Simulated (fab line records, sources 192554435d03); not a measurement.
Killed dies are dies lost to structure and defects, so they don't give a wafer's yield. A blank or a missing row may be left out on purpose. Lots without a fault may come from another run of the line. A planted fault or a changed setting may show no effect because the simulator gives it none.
Which tool did it? | flow n5_finfet | 11 lots, 33 wafers sampled, at 1 step of a route of 1938

WHAT THE GAUGES READ, wafer by wafer
N5_MOL_CONTACT_COAG_CD_MEAS_99: target cd 17.2 nm.
lot  | measured     | on        | cd_nm (nm)
L075 | day 5 00:05  | cd_sem-03 | 16.9 17.1 17.2
L077 | day 5 15:05  | cd_sem-03 | 17.6 17.3 17.1
L079 | day 6 00:38  | cd_sem-03 | 17.1 17.2 16.6
L081 | day 6 16:04  | cd_sem-01 | 17.2 17.2 16.6
L083 | day 6 22:44  | cd_sem-02 | 17.2 17.1 17.2
L085 | day 7 14:42  | cd_sem-02 | 17.4 16.9 17.5
L087 | day 8 01:29  | cd_sem-01 | 16.9 17.1 16.9
L089 | day 8 12:43  | cd_sem-03 | 17.4 16.8 17.2
L092 | day 9 04:48  | cd_sem-02 | 17.1 17.7 17.7
L094 | day 9 17:30  | cd_sem-03 | 17.8 17.2 17.4
L096 | day 10 04:52 | cd_sem-03 | 16.8 17.0 17.1

WHICH TOOL RAN EACH LOT (tool, then ch and the chambers of the sampled wafers, then the start)
The record holds no process step before these readings.

THE ANSWER, worked out from the rows above alone
Rule: what is usual is taken from the lots themselves. Put in order of their means at a reading, lots are off if they are a third of the lots or fewer, leave a main group of 4 or more, and stand apart from it by a gap of 3 or more times the standard deviation of the main group's means; of several such gaps the widest counts. A main group whose means are all the same, to the digits that the tables above print for the reading, isn't used. A lot without any number at a reading at which 4 lots or more have one is off too. The other lots that the step has rows for count as sound.
No lot is off at any reading shown: from this, nothing can be told.

WHAT THE SIMULATOR HAD PUT IN
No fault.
